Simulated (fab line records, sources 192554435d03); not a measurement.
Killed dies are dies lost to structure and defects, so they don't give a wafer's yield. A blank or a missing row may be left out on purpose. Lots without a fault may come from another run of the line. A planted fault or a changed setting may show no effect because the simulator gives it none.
Split-lot experiment | flow n5_finfet | 7 lots, 21 wafers read, on a route of 1938 steps

THE SPLIT
At N5_HKMG_FIN_COAT_06 (resist thk 90 nm), the setting spin_rpm was moved away from the recipe's 1500 rpm on 7 of the 21 wafers read, by -9.9% to +9.6%. The other wafers ran this setting at the recipe's value.

The file shows no step between the split and the reading.

THE READING
CAR-ArF_of_HKMG_FIN_COAT_06.thk_nm (the simulator's own value, which no gauge read), in nm, at N5_HKMG_FIN_DEVELOP_11 (develop time 30 s). The file gives no usual value for it. The 14 wafers here that ran the recipe average 88.3 nm, standard deviation 0.32 nm.

wafer  | tool, chamber at the split | spin_rpm as run, rpm | against the recipe | CAR-ArF_of_HKMG_FIN_COAT_06.thk_nm, nm | against lot-mates on the recipe
L075.2 | litho_track-04, 0          | 1500                 | recipe             | 88.6                                   | -
L075.3 | litho_track-04, 0          | 1500                 | recipe             | 89                                     | -
L075.6 | litho_track-04, 0          | 1630                 | +8.7%              | 85                                     | -3.8
L076.3 | litho_track-01, 0          | 1500                 | recipe             | 88                                     | -
L076.4 | litho_track-01, 0          | 1500                 | recipe             | 88.4                                   | -
L076.5 | litho_track-01, 0          | 1500                 | recipe             | 88.2                                   | -
L080.2 | litho_track-04, 0          | 1372                 | -8.5%              | 92.4                                   | +4.2
L080.5 | litho_track-04, 0          | 1500                 | recipe             | 88.2                                   | -
L080.6 | litho_track-04, 0          | 1372                 | -8.5%              | 92.6                                   | +4.4
L081.2 | litho_track-01, 0          | 1500                 | recipe             | 88.2                                   | -
L081.5 | litho_track-01, 0          | 1500                 | recipe             | 88.2                                   | -
L081.6 | litho_track-01, 0          | 1500                 | recipe             | 88.4                                   | -
L084.3 | litho_track-01, 0          | 1500                 | recipe             | 87.8                                   | -
L084.5 | litho_track-01, 0          | 1500                 | recipe             | 88                                     | -
L084.6 | litho_track-01, 0          | 1500                 | recipe             | 88.2                                   | -
L085.2 | litho_track-04, 0          | 1351                 | -9.9%              | 92.6                                   | +4.8
L085.5 | litho_track-04, 0          | 1351                 | -9.9%              | 92.6                                   | +4.8
L085.3 | litho_track-04, 0          | 1500                 | recipe             | 87.8                                   | -
L093.1 | litho_track-04, 0          | 1644                 | +9.6%              | 84.4                                   | -4.2
L093.3 | litho_track-04, 0          | 1644                 | +9.6%              | 84.4                                   | -4.2
L093.5 | litho_track-04, 0          | 1500                 | recipe             | 88.6                                   | -

THE FIT
A straight line over all 21 wafers: CAR-ArF_of_HKMG_FIN_COAT_06.thk_nm changes by -0.432 nm for each +1% of spin_rpm; r = -0.99; the points scatter about the line by 0.34 nm.
The same after taking each lot's own level away (the mean of its wafers on the recipe; 21 wafers): -0.467 nm for each +1%; r = -1.00; scatter 0.18 nm.
On that fit, the largest move of spin_rpm shifts the reading by 4.6 nm.
The lots' own levels span 87.80 to 88.80 nm, that is 3.2 times the standard deviation above.
So the lot-to-lot level changes the slope little: the two slopes agree.
Check: with one of the wafers moved furthest among these (-9.9%) left out of the fit, the line predicts +4.71 nm for it against its lot-mates. It came out at +4.8 nm against them.

OTHER SPLITS ON THESE WAFERS
These wafers also went through other splits before the reading. Each is held against what the fit with the lots' levels taken away leaves over:
other split on the same wafers | wafers away from the commonest value | r with CAR-ArF_of_HKMG_FIN_COAT_06.thk_nm (lot level and that fit taken away)
N5_SD_EPI_N_PEB_07 peb_temp_c  | 4                                    | +0.03
N5_SD_EPI_P_EPI_21 temp_c      | 4                                    | +0.46
N5_SD_ACTIVATION_LSA_01 temp_c | 6                                    | -0.01

THE WHOLE CHAIN: every reading that the file lists as answering this split, in the file's order
step                   | what it does      | reading                                                                             | change (the file's fit)               | r (the file's)
N5_HKMG_FIN_COAT_06    | resist thk 90 nm  | CAR-ArF_of_HKMG_FIN_COAT_06.thk_nm (the simulator's own value, which no gauge read) | -0.457 nm for each +1% of the setting | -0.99
N5_HKMG_FIN_DEVELOP_11 | develop time 30 s | CAR-ArF_of_HKMG_FIN_COAT_06.thk_nm (the simulator's own value, which no gauge read) | -0.465 nm for each +1% of the setting | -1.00

THE FILE'S OWN FIT
CAR-ArF_of_HKMG_FIN_COAT_06.thk_nm changes by -0.465 nm for each +1% of spin_rpm, r = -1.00.
